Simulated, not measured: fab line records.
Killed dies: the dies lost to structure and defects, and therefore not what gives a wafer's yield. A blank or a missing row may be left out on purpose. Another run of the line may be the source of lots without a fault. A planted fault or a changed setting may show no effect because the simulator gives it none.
Problem report, 8D (eight disciplines) form, completed by code	flow nand-harc	the parts of the form that need people (team, actions taken, sign-off) are left out

## 1. WHAT IS WRONG
run-length-s at NHARC_A_STAIRCASE_ETCH_203 reads a mean of 57.7 s on 3 wafers of 3 lots; wafers without a fault read 61.8 s with a standard deviation of 0.39. That is -11 standard deviations from the usual mean.
The step: etches the open film in C4F8/O2, target depth 100 nm, time 40.5 s.
First observed at day 13 06:50: wafer L844.1, on rie-diel-05. At this step, 35 wafers from 12 lots have a number in the record. By rule, "out" or "out of limits" means more than 4 standard deviations away from the usual mean. The other wafers with a number count as sound.

## 2. WHAT IT IS AND WHAT IT IS NOT
question	is	is not
which readings at this step	run-length-s	oes-product-au, rf-vpp-V
which lots	L844, L847, L849	L837, L839, L842, L853, L854, L855, L856, L857, L859
which wafers of those lots	L844.1, L847.1, L849.3	L844.4, L844.6, L847.2, L847.4, L849.5
read on which tools	rie-diel-05	rie-diel-01, rie-diel-10
when	from day 13 06:50	up to then (11 sound wafers); but 21 sound wafers of L847, L849, L853, L854, L855, L856, L857, L859 came after

## 3. WHAT RULES OUT EACH SUSPECT
Counting: if a tool at a process step up to the reading ran every lot that is out, it stays a suspect. Sound lots after the first of them don't rule it out here, since some wafers of a struck lot are sound.
- rie-diel-05 at NHARC_A_STAIRCASE_TRIM_189 (chemistry O2, time 211.2 s): kept. It processed each lot that is out (first: L844, day 13 06:50); up to then, its last sound lot is L839 (day 11 15:02). NHARC_A_STAIRCASE_TRIM_189 gives no start for some lots, so the hours and the order of its lots are those of NHARC_A_STAIRCASE_ETCH_203.
- rie-diel-05 at NHARC_A_STAIRCASE_ETCH_203 (etches the open film in C4F8/O2, target depth 100 nm, time 40.5 s): kept. It processed each lot that is out (first: L844, day 13 06:50); up to then, its last sound lot is L837 (day 10 12:11). Out on those wafers are its own readings of run-length-s.
What counting leaves: rie-diel-05 at NHARC_A_STAIRCASE_TRIM_189 and rie-diel-05 at NHARC_A_STAIRCASE_ETCH_203.

## 4. THE CAUSE (what the simulator had put in)
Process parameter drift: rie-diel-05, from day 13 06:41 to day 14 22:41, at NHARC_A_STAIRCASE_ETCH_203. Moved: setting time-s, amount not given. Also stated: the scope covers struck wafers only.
2 suspects survive the count, and this tool is in that group.

## 5. THE CHAIN OF EFFECTS, in route order
Each row: a reading whose mean over the struck wafers that have a number lies more than 3 standard deviations from the usual. Readings are gone through only where the record gives a usual standard deviation; hours: the median, over the lots, of the time from a lot's start at the first step in this table giving one to that lot's start at this step; sigmas: the change measured in usual standard deviations.
hours	step	reading	usual	on struck wafers	change	sigmas
0	NHARC_A_STAIRCASE_ETCH_203	run-length-s	61.8 s	57.7	-4.1	-11
Here are the process steps it includes:
- NHARC_A_STAIRCASE_ETCH_203: etches the open film in C4F8/O2, target depth 100 nm, time 40.5 s.

## 6. WHAT WOULD HAVE CAUGHT IT SOONER
In this record no reading fell out of limits until day 13 06:50, 0 hours after the fault had begun at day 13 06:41.
